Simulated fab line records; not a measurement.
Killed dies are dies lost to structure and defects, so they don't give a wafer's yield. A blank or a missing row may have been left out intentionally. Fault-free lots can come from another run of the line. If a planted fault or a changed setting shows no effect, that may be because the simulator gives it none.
Which of the tools did it? :: flow nand-harc :: 13 lots with 37 wafers sampled at 5 steps, on a route of 1302 steps

== WHAT THE GAUGES SHOWED, per wafer ==
NHARC_END_SORT_01. Usual: killed-at-array 55, standard deviation 19; killed-at-other 0.9, standard deviation 1.4; killed-at-periphery 3.8, standard deviation 2.9; killed-dies 60, standard deviation 19; killed-open 3.3, standard deviation 1.8; killed-short 2.6, standard deviation 1.6.
lot: L522
measured: day 30 03:10
on: prober-02
killed-at-array: 390 445
killed-at-other: 0 0
killed-at-periphery: 5 2
killed-dies: 395 447
killed-open: 3 0
killed-short: 2 1
flag: OFF

lot: L523
measured: day 30 21:44
on: prober-01
killed-at-array: 67 505 64
killed-at-other: 1 0 2
killed-at-periphery: 3 4 1
killed-dies: 71 509 67
killed-open: 2 3 2
killed-short: 2 2 1
flag: OFF

== WHICH TOOL RAN EACH LOT (tool, then ch and the chambers of the sampled wafers, then the start) ==
lot: L511
NHARC_A_STAIRCASE_DESCUM_168: rie-diel-04 ch 0,1,3, day 16 14:36
NHARC_A_STAIRCASE_TRIM_12: rie-diel-04 ch 0,1, day 16 16:32
NHARC_A_STAIRCASE_ETCH_19: rie-diel-04 ch 0,1,3, day 16 17:23
NHARC_A_STAIRCASE_ETCH_23: rie-diel-11 ch 2,3, no start

lot: L512
NHARC_A_STAIRCASE_DESCUM_168: rie-diel-03 ch 0,1, day 17 11:18
NHARC_A_STAIRCASE_TRIM_12: rie-diel-04 ch 1,2, day 17 13:08
NHARC_A_STAIRCASE_ETCH_19: rie-diel-04 ch 1,2,3, day 17 14:08
NHARC_A_STAIRCASE_ETCH_23: rie-diel-04 ch 1,3, no start

lot: L514
NHARC_A_STAIRCASE_DESCUM_168: rie-diel-04 ch 2,3, day 18 05:22
NHARC_A_STAIRCASE_TRIM_12: rie-diel-11 ch 0,1,3, day 18 07:20
NHARC_A_STAIRCASE_ETCH_19: rie-diel-11 ch 1,2,3, day 18 08:16
NHARC_A_STAIRCASE_ETCH_23: rie-diel-11 ch 0,1,3, no start

lot: L515
NHARC_A_STAIRCASE_DESCUM_168: rie-diel-03 ch 1,2, day 18 05:42
NHARC_A_STAIRCASE_TRIM_12: rie-diel-03 ch 0,2,3, day 18 07:58
NHARC_A_STAIRCASE_ETCH_19: rie-diel-03 ch 0,1,3, day 18 08:53
NHARC_A_STAIRCASE_ETCH_23: rie-diel-03 ch 2,3, no start

lot: L516
NHARC_A_STAIRCASE_DESCUM_168: rie-diel-03 ch 0,2,3, day 18 13:43
NHARC_A_STAIRCASE_TRIM_12: rie-diel-04 ch 0,2,3, day 18 15:56
NHARC_A_STAIRCASE_ETCH_19: rie-diel-04 ch 0,1,2, day 18 16:58
NHARC_A_STAIRCASE_ETCH_23: rie-diel-03 ch 0,2,3, no start

lot: L520
NHARC_A_STAIRCASE_DESCUM_168: rie-diel-11 ch 1,2, day 20 09:32
NHARC_A_STAIRCASE_TRIM_12: rie-diel-04 ch 0,2, day 20 11:31
NHARC_A_STAIRCASE_ETCH_19: rie-diel-04 ch 1,3, day 20 15:22
NHARC_A_STAIRCASE_ETCH_23: rie-diel-11 ch 1, no start

lot: L522
NHARC_A_STAIRCASE_DESCUM_168: rie-diel-03 ch 1,2, day 20 21:36
NHARC_A_STAIRCASE_TRIM_12: rie-diel-04 ch 0,3, day 20 23:37
NHARC_A_STAIRCASE_ETCH_19: rie-diel-04 ch 2,3, day 21 00:27
NHARC_A_STAIRCASE_ETCH_23: rie-diel-11 ch 0,2, day 30 03:10 or earlier

lot: L523
NHARC_A_STAIRCASE_DESCUM_168: rie-diel-04 ch 0,2, day 21 13:13
NHARC_A_STAIRCASE_TRIM_12: rie-diel-04 ch 1,2,3, day 21 15:01
NHARC_A_STAIRCASE_ETCH_19: rie-diel-04 ch 0,1, day 21 15:50
NHARC_A_STAIRCASE_ETCH_23: rie-diel-04 ch 0,2,3, day 30 21:44 or earlier

lot: L524
NHARC_A_STAIRCASE_DESCUM_168: rie-diel-11 ch 1,2, day 21 13:23
NHARC_A_STAIRCASE_TRIM_12: rie-diel-03 ch 0,1,3, day 21 15:20
NHARC_A_STAIRCASE_ETCH_19: rie-diel-03 ch 2,3, day 21 16:09
NHARC_A_STAIRCASE_ETCH_23: rie-diel-11 ch 1,2,3, no start

lot: L530
NHARC_A_STAIRCASE_DESCUM_168: rie-diel-04 ch 1,2,3, day 24 08:45
NHARC_A_STAIRCASE_TRIM_12: rie-diel-04 ch 0,1,2, day 24 10:41
NHARC_A_STAIRCASE_ETCH_19: rie-diel-04 ch 1,2,3, day 24 11:32
NHARC_A_STAIRCASE_ETCH_23: rie-diel-11 ch 0,1,3, no start

lot: L529
NHARC_A_STAIRCASE_DESCUM_168: rie-diel-04 ch 0,1, day 24 08:54
NHARC_A_STAIRCASE_TRIM_12: rie-diel-03 ch 1,2,3, day 24 11:05
NHARC_A_STAIRCASE_ETCH_19: rie-diel-03 ch 0,1,2, day 24 11:54
NHARC_A_STAIRCASE_ETCH_23: rie-diel-03 ch 1,3, no start

lot: L531
NHARC_A_STAIRCASE_DESCUM_168: rie-diel-04 ch 1,2,3, day 24 17:41
NHARC_A_STAIRCASE_TRIM_12: rie-diel-04 ch 0,1,2, day 24 19:29
NHARC_A_STAIRCASE_ETCH_19: rie-diel-04 ch 0,2,3, day 24 20:19
NHARC_A_STAIRCASE_ETCH_23: rie-diel-04 ch 1,2,3, no start

lot: L532
NHARC_A_STAIRCASE_DESCUM_168: rie-diel-11 ch 0,1,2, day 25 04:56
NHARC_A_STAIRCASE_TRIM_12: rie-diel-04 ch 1,2,3, day 25 06:53
NHARC_A_STAIRCASE_ETCH_19: rie-diel-04 ch 0,3, day 25 07:42
NHARC_A_STAIRCASE_ETCH_23: rie-diel-03 ch 0,1,2, no start
- NHARC_A_STAIRCASE_DESCUM_168: chemistry O2, time 3 s.
- NHARC_A_STAIRCASE_TRIM_12: chemistry O2, time 211.2 s.
- NHARC_A_STAIRCASE_ETCH_19: etches the open film in C4F8/O2, target depth 100 nm, time 40.5 s.
- NHARC_A_STAIRCASE_ETCH_23: etches the open film in C4F8/O2, target depth 100 nm, time 40.5 s.

== WHAT THE TOOLS THEMSELVES READ (means of the sampled wafers that have a number; where no wafer has one, the mark that the record gives instead) ==
NHARC_A_STAIRCASE_DESCUM_168. Usual: drypump-motor-current-A 5.6 A, standard deviation 0.38; oes-product-au 0.998 a.u., standard deviation 0.014; rf-vpp-V 57.8 V, standard deviation 1; showerhead-plenum-p-Torr 1.91 Torr, standard deviation 0.11; throttle-valve-pct 11.311 %, standard deviation 0.0086.
lot: L511
tool: rie-diel-04
drypump-motor-current-A (A): 5.6
oes-product-au (a.u.): 0.989
rf-vpp-V (V): 58.5
showerhead-plenum-p-Torr (Torr): 1.98
throttle-valve-pct (%): 11.317
flag: 

lot: L512
tool: rie-diel-03
drypump-motor-current-A (A): 5.5
oes-product-au (a.u.): 0.999
rf-vpp-V (V): 57.6
showerhead-plenum-p-Torr (Torr): 1.99
throttle-valve-pct (%): 11.316
flag: 

lot: L514
tool: rie-diel-04
drypump-motor-current-A (A): 5.3
oes-product-au (a.u.): 0.989
rf-vpp-V (V): 58.0
showerhead-plenum-p-Torr (Torr): 1.83
throttle-valve-pct (%): 11.306
flag: 

lot: L515
tool: rie-diel-03
drypump-motor-current-A (A): 5.6
oes-product-au (a.u.): 0.998
rf-vpp-V (V): 56.9
showerhead-plenum-p-Torr (Torr): 1.83
throttle-valve-pct (%): 11.310
flag: 

lot: L516
tool: rie-diel-03
drypump-motor-current-A (A): 6.0
oes-product-au (a.u.): 0.996
rf-vpp-V (V): 58.5
showerhead-plenum-p-Torr (Torr): 1.93
throttle-valve-pct (%): 11.317
flag: 

lot: L520
tool: rie-diel-11
drypump-motor-current-A (A): 6.0
oes-product-au (a.u.): 1.008
rf-vpp-V (V): 58.1
showerhead-plenum-p-Torr (Torr): 1.84
throttle-valve-pct (%): 11.302
flag: 

lot: L522
tool: rie-diel-03
drypump-motor-current-A (A): 5.7
oes-product-au (a.u.): 1.010
rf-vpp-V (V): 57.7
showerhead-plenum-p-Torr (Torr): 1.96
throttle-valve-pct (%): 11.306
flag: 

lot: L523
tool: rie-diel-04
drypump-motor-current-A (A): 5.4
oes-product-au (a.u.): 1.001
rf-vpp-V (V): 58.2
showerhead-plenum-p-Torr (Torr): 1.95
throttle-valve-pct (%): 11.304
flag: 

lot: L524
tool: rie-diel-11
drypump-motor-current-A (A): 5.8
oes-product-au (a.u.): 1.010
rf-vpp-V (V): 57.1
showerhead-plenum-p-Torr (Torr): 1.84
throttle-valve-pct (%): 11.313
flag: 

lot: L530
tool: rie-diel-04
drypump-motor-current-A (A): 5.5
oes-product-au (a.u.): 0.988
rf-vpp-V (V): 58.7
showerhead-plenum-p-Torr (Torr): 2.00
throttle-valve-pct (%): 11.308
flag: 

lot: L529
tool: rie-diel-04
drypump-motor-current-A (A): 5.7
oes-product-au (a.u.): 0.981
rf-vpp-V (V): 58.0
showerhead-plenum-p-Torr (Torr): 2.05
throttle-valve-pct (%): 11.321
flag: 

lot: L531
tool: rie-diel-04
drypump-motor-current-A (A): 5.6
oes-product-au (a.u.): 0.993
rf-vpp-V (V): 58.1
showerhead-plenum-p-Torr (Torr): 2.00
throttle-valve-pct (%): 11.304
flag: 

lot: L532
tool: rie-diel-11
drypump-motor-current-A (A): 5.8
oes-product-au (a.u.): 0.992
rf-vpp-V (V): 56.3
showerhead-plenum-p-Torr (Torr): 1.81
throttle-valve-pct (%): 11.308
flag: 

NHARC_A_STAIRCASE_TRIM_12. Usual: drypump-motor-current-A 5.7 A, standard deviation 0.37; oes-product-au 0.998 a.u., standard deviation 0.015; rf-vpp-V 57.8 V, standard deviation 0.83; showerhead-plenum-p-Torr 3.56 Torr, standard deviation 0.18; throttle-valve-pct 17.036 %, standard deviation 0.0093.
lot: L511
tool: rie-diel-04
drypump-motor-current-A (A): 5.8
oes-product-au (a.u.): 0.976
rf-vpp-V (V): 58.5
showerhead-plenum-p-Torr (Torr): 3.78
throttle-valve-pct (%): 17.043
flag: 

lot: L512
tool: rie-diel-04
drypump-motor-current-A (A): 5.6
oes-product-au (a.u.): 0.990
rf-vpp-V (V): 58.1
showerhead-plenum-p-Torr (Torr): 3.60
throttle-valve-pct (%): 17.029
flag: 

lot: L514
tool: rie-diel-11
drypump-motor-current-A (A): 5.6
oes-product-au (a.u.): 0.995
rf-vpp-V (V): 57.7
showerhead-plenum-p-Torr (Torr): 3.45
throttle-valve-pct (%): 17.038
flag: 

lot: L515
tool: rie-diel-03
drypump-motor-current-A (A): 6.0
oes-product-au (a.u.): 1.002
rf-vpp-V (V): 57.7
showerhead-plenum-p-Torr (Torr): 3.55
throttle-valve-pct (%): 17.032
flag: 

lot: L516
tool: rie-diel-04
drypump-motor-current-A (A): 5.4
oes-product-au (a.u.): 0.989
rf-vpp-V (V): 57.3
showerhead-plenum-p-Torr (Torr): 3.54
throttle-valve-pct (%): 17.036
flag: 

lot: L520
tool: rie-diel-04
drypump-motor-current-A (A): 5.5
oes-product-au (a.u.): 0.989
rf-vpp-V (V): 58.3
showerhead-plenum-p-Torr (Torr): 3.65
throttle-valve-pct (%): 17.031
flag: 

lot: L522
tool: rie-diel-04
drypump-motor-current-A (A): 5.3
oes-product-au (a.u.): 1.003
rf-vpp-V (V): 57.5
showerhead-plenum-p-Torr (Torr): 3.54
throttle-valve-pct (%): 17.039
flag: 

lot: L523
tool: rie-diel-04
drypump-motor-current-A (A): 5.5
oes-product-au (a.u.): 1.005
rf-vpp-V (V): 57.9
showerhead-plenum-p-Torr (Torr): 3.51
throttle-valve-pct (%): 17.036
flag: 

lot: L524
tool: rie-diel-03
drypump-motor-current-A (A): 5.8
oes-product-au (a.u.): 0.993
rf-vpp-V (V): 58.2
showerhead-plenum-p-Torr (Torr): 3.59
throttle-valve-pct (%): 17.033
flag: 

lot: L530
tool: rie-diel-04
drypump-motor-current-A (A): 5.7
oes-product-au (a.u.): 0.984
rf-vpp-V (V): 57.9
showerhead-plenum-p-Torr (Torr): 3.67
throttle-valve-pct (%): 17.036
flag: 

lot: L529
tool: rie-diel-03
drypump-motor-current-A (A): 5.9
oes-product-au (a.u.): 1.003
rf-vpp-V (V): 57.9
showerhead-plenum-p-Torr (Torr): 3.60
throttle-valve-pct (%): 17.042
flag: 

lot: L531
tool: rie-diel-04
drypump-motor-current-A (A): 5.7
oes-product-au (a.u.): 0.994
rf-vpp-V (V): 57.8
showerhead-plenum-p-Torr (Torr): 3.66
throttle-valve-pct (%): 17.037
flag: 

lot: L532
tool: rie-diel-04
drypump-motor-current-A (A): 5.5
oes-product-au (a.u.): 0.997
rf-vpp-V (V): 58.1
showerhead-plenum-p-Torr (Torr): 3.67
throttle-valve-pct (%): 17.027
flag: 

NHARC_A_STAIRCASE_ETCH_19. Usual: oes-product-au 0.943 a.u., standard deviation 0.014; rf-vpp-V 896 V, standard deviation 6.8; run-length-s 61.8 s, standard deviation 0.42.
lot: L511
tool: rie-diel-04
oes-product-au (a.u.): 0.937
rf-vpp-V (V): 901
run-length-s (s): 61.7
flag: 

lot: L512
tool: rie-diel-04
oes-product-au (a.u.): 0.937
rf-vpp-V (V): 896
run-length-s (s): 61.4
flag: 

lot: L514
tool: rie-diel-11
oes-product-au (a.u.): 0.938
rf-vpp-V (V): 893
run-length-s (s): 62.0
flag: 

lot: L515
tool: rie-diel-03
oes-product-au (a.u.): 0.939
rf-vpp-V (V): 899
run-length-s (s): 62.0
flag: 

lot: L516
tool: rie-diel-04
oes-product-au (a.u.): 0.932
rf-vpp-V (V): 901
run-length-s (s): 61.7
flag: 

lot: L520
tool: rie-diel-04
oes-product-au (a.u.): 0.939
rf-vpp-V (V): 894
run-length-s (s): 66.9
flag: OFF

lot: L522
tool: rie-diel-04
oes-product-au (a.u.): 0.956
rf-vpp-V (V): 892
run-length-s (s): 71.7
flag: OFF

lot: L523
tool: rie-diel-04
oes-product-au (a.u.): 0.935
rf-vpp-V (V): 905
run-length-s (s): 65.1
flag: OFF

lot: L524
tool: rie-diel-03
oes-product-au (a.u.): 0.956
rf-vpp-V (V): 901
run-length-s (s): 61.9
flag: 

lot: L530
tool: rie-diel-04
oes-product-au (a.u.): 0.943
rf-vpp-V (V): 901
run-length-s (s): 61.5
flag: 

lot: L529
tool: rie-diel-03
oes-product-au (a.u.): 0.952
rf-vpp-V (V): 900
run-length-s (s): 61.9
flag: 

lot: L531
tool: rie-diel-04
oes-product-au (a.u.): 0.940
rf-vpp-V (V): 901
run-length-s (s): 61.7
flag: 

lot: L532
tool: rie-diel-04
oes-product-au (a.u.): 0.939
rf-vpp-V (V): 905
run-length-s (s): 61.6
flag: 

NHARC_A_STAIRCASE_ETCH_23. Usual: oes-product-au 0.951 a.u., standard deviation 0.015; rf-vpp-V 895 V, standard deviation 6.2; run-length-s 61.9 s, standard deviation 0.44.
lot: L511
tool: rie-diel-11
oes-product-au (a.u.): 0.955
rf-vpp-V (V): 896
run-length-s (s): 61.9
flag: 

lot: L512
tool: rie-diel-04
oes-product-au (a.u.): 0.947
rf-vpp-V (V): 894
run-length-s (s): 61.7
flag: 

lot: L514
tool: rie-diel-11
oes-product-au (a.u.): 0.947
rf-vpp-V (V): 893
run-length-s (s): 62.2
flag: 

lot: L515
tool: rie-diel-03
oes-product-au (a.u.): 0.938
rf-vpp-V (V): 895
run-length-s (s): 61.8
flag: 

lot: L516
tool: rie-diel-03
oes-product-au (a.u.): 0.952
rf-vpp-V (V): 897
run-length-s (s): 62.2
flag: 

lot: L520
tool: rie-diel-11
oes-product-au (a.u.): 0.951
rf-vpp-V (V): 892
run-length-s (s): 62.5
flag: 

lot: L522
tool: rie-diel-11
oes-product-au (a.u.): 0.952
rf-vpp-V (V): 890
run-length-s (s): 61.9
flag: 

lot: L523
tool: rie-diel-04
oes-product-au (a.u.): 0.962
rf-vpp-V (V): 895
run-length-s (s): 61.5
flag: 

lot: L524
tool: rie-diel-11
oes-product-au (a.u.): 0.964
rf-vpp-V (V): 893
run-length-s (s): 62.3
flag: 

lot: L530
tool: rie-diel-11
oes-product-au (a.u.): 0.965
rf-vpp-V (V): 892
run-length-s (s): 62.2
flag: 

lot: L529
tool: rie-diel-03
oes-product-au (a.u.): 0.944
rf-vpp-V (V): 893
run-length-s (s): 61.5
flag: 

lot: L531
tool: rie-diel-04
oes-product-au (a.u.): 0.931
rf-vpp-V (V): 901
run-length-s (s): 61.5
flag: 

lot: L532
tool: rie-diel-03
oes-product-au (a.u.): 0.973
rf-vpp-V (V): 900
run-length-s (s): 62.0
flag: 

== THE ANSWER, worked out from the rows above alone ==
Rule: a lot counts as off when the mean over its wafers that have a number is more than 3 standard deviations away from the usual mean. Also off: a lot with no number at a reading for which 4 or more lots have one. Any other lot the step has rows for is counted as sound. First the gauges in route order, then the tools' own readings, where a lot's mean is used as printed above. The first step at which some lot is off is used, and at that step the reading that is off furthest; a lot without a number counts as furthest.
Off at NHARC_END_SORT_01 (killed-at-array): L522, L523. Neither off nor sound, because the step has no rows for them: L511, L512, L514, L515, L516, L520, L524, L530, L529, L531, L532.
If a tool, at a process step before that reading, ran all the lots that are off and no sound lot after the first of them, it fits. Not tried: the gauges at NHARC_END_SORT_01; whatever is off there is also off at NHARC_A_STAIRCASE_ETCH_19, on other tools, and gauge error can't account for it. Because NHARC_A_STAIRCASE_ETCH_23 lacks a start for some lots, the hours and order of its lots are taken from NHARC_END_SORT_01. One fits: rie-diel-04 at NHARC_A_STAIRCASE_TRIM_12 and NHARC_A_STAIRCASE_ETCH_19. It ran no sound lot before its first lot that is off in this sample, so the start can't be narrowed down.

== WHAT THE SIMULATOR HAD INSERTED ==
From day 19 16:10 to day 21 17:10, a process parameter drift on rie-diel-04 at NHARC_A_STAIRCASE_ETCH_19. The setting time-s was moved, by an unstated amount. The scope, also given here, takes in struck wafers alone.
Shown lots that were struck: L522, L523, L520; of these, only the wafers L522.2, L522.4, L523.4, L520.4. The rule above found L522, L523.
